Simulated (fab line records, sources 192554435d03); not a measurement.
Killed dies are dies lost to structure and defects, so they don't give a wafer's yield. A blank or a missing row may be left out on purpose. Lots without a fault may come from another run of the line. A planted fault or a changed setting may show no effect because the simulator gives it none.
Split-lot experiment | flow n5_finfet | 7 lots, 21 wafers read, on a route of 1938 steps

THE SPLIT
At N5_BEOL_M6_COAT_71 (time 60 s, resist thk 5 nm), the setting spin_rpm was moved away from the recipe's 1500 rpm on 9 of the 21 wafers read, by +2.8% to +8.9%. The other wafers ran this setting at the recipe's value.

FROM THE SPLIT TO THE READING: what the file shows between them, 3 steps
- N5_BEOL_M6_COAT_22: resist thk 30 nm
- N5_BEOL_M6_EBR_24
- N5_BEOL_M6_DESCUM_33: chemistry O2, time 7 s

THE READING
etch.depth_nm (the simulator's own value, which no gauge read), in nm, at N5_BEOL_M6_ETCH_72 (etches underlayer in N2/H2, target depth 6.5 nm, time 5.2 s). The file gives no usual value for it. The 12 wafers here that ran the recipe average 4.994 nm, standard deviation 0.013 nm.

wafer  | tool, chamber at the split | spin_rpm as run, rpm | against the recipe | etch.depth_nm, nm | against lot-mates on the recipe
L081.1 | litho_track-05, 0          | 1500                 | recipe             | 5.006             | -
L081.3 | litho_track-05, 0          | 1500                 | recipe             | 4.986             | -
L081.4 | litho_track-05, 0          | 1500                 | recipe             | 4.981             | -
L080.2 | litho_track-03, 0          | 1500                 | recipe             | 4.985             | -
L080.3 | litho_track-03, 0          | 1500                 | recipe             | 4.978             | -
L080.5 | litho_track-03, 0          | 1500                 | recipe             | 5.006             | -
L082.1 | litho_track-02, 0          | 1619                 | +7.9%              | 4.793             | -0.190
L082.3 | litho_track-02, 0          | 1619                 | +7.9%              | 4.811             | -0.172
L082.4 | litho_track-02, 0          | 1500                 | recipe             | 4.983             | -
L083.1 | litho_track-03, 0          | 1500                 | recipe             | 4.991             | -
L083.4 | litho_track-03, 0          | 1500                 | recipe             | 5.006             | -
L083.6 | litho_track-03, 0          | 1622                 | +8.1%              | 4.806             | -0.192
L088.3 | litho_track-05, 0          | 1560                 | +4.0%              | 4.925             | -0.088
L088.4 | litho_track-05, 0          | 1500                 | recipe             | 5.013             | -
L088.5 | litho_track-05, 0          | 1560                 | +4.0%              | 4.915             | -0.098
L093.2 | litho_track-03, 0          | 1634                 | +8.9%              | 4.79              | -0.218
L093.4 | litho_track-03, 0          | 1634                 | +8.9%              | 4.784             | -0.224
L093.5 | litho_track-03, 0          | 1500                 | recipe             | 5.008             | -
L094.1 | litho_track-05, 0          | 1500                 | recipe             | 4.979             | -
L094.2 | litho_track-05, 0          | 1542                 | +2.8%              | 4.913             | -0.066
L094.5 | litho_track-05, 0          | 1542                 | +2.8%              | 4.909             | -0.070

THE FIT
A straight line over all 21 wafers: etch.depth_nm changes by -0.0233 nm for each +1% of spin_rpm; r = -0.99; the points scatter about the line by 0.014 nm.
The same after taking each lot's own level away (the mean of its wafers on the recipe; 21 wafers): -0.0238 nm for each +1%; r = -1.00; scatter 0.0086 nm.
On that fit, the largest move of spin_rpm shifts the reading by 0.21 nm.
The lots' own levels span 4.9790 to 5.0130 nm, that is 2.7 times the standard deviation above.
So the lot-to-lot level changes the slope little: the two slopes agree.
Check: with one of the wafers moved furthest among these (+8.9%) left out of the fit, the line predicts -0.211 nm for it against its lot-mates. It came out at -0.218 nm against them.

OTHER SPLITS ON THESE WAFERS
These wafers also went through other splits before the reading. Each is held against what the fit with the lots' levels taken away leaves over:
other split on the same wafers | wafers away from the commonest value | r with etch.depth_nm (lot level and that fit taken away)
N5_BEOL_M6_ETCH_62 bias_w      | 8                                    | -0.15

THE FILE'S OWN FIT
etch.depth_nm changes by -0.0238 nm for each +1% of spin_rpm, r = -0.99.
